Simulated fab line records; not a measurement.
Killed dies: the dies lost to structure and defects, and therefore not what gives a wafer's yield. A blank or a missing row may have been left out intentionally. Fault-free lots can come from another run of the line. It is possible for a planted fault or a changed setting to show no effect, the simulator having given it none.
Chamber matching ; flow nandHarc ; pecvd-02 running NHARC_A_CONTACT_DEP_58: 3 sister chambers
The step deposits SiON, target thk 60 nm. 6 wafers are shown with their chamber, then 12 later ones without.

== WAFERS WITH THEIR CHAMBER ==
wafer;chamber;heaterPowerW (W)
L084.4;2;862
L086.2;0;741
L086.4;0;727
L085.1;1;648
L085.3;2;883
L085.5;1;657

== WAFERS WITH NO CHAMBER GIVEN ==
wafer;heaterPowerW (W)
L089.1;679
L089.5;703
L089.6;663
L091.3;783
L091.5;780
L091.6;735
L088.3;669
L088.4;681
L088.6;682
L090.1;928
L090.2;762
L090.3;701

== CHAMBER TAKEN BY EACH ==
wafer;from the rows above;in truth
L089.1;1;1
L089.5;can't be placed: 0 or 1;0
L089.6;1;1
L091.3;0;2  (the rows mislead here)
L091.5;0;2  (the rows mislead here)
L091.6;0;0
L088.3;1;1
L088.4;1;1
L088.6;1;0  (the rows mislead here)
L090.1;2;2
L090.2;0;0
L090.3;can't be placed: 0 or 1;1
Placed correctly: 7 of 12. Can't be placed from these rows: 2 (the true chamber is among the candidates in 2). Placed wrongly: 3.
How it was worked out, from the rows above alone: a wafer's distance from a chamber is the root of the sum, over the readings, of the square of ((its reading less the chamber's mean) divided by the reading's scatter). If the next closest chamber is less than 2 further off than the closest, the wafer can't be placed; otherwise it belongs to the closest. The mean given for a chamber averages the wafers shown for that chamber. The scatter: take each reading less its chamber's mean, square it, sum over the shown wafers, divide by the number of wafers less the number of chambers, and take the root.
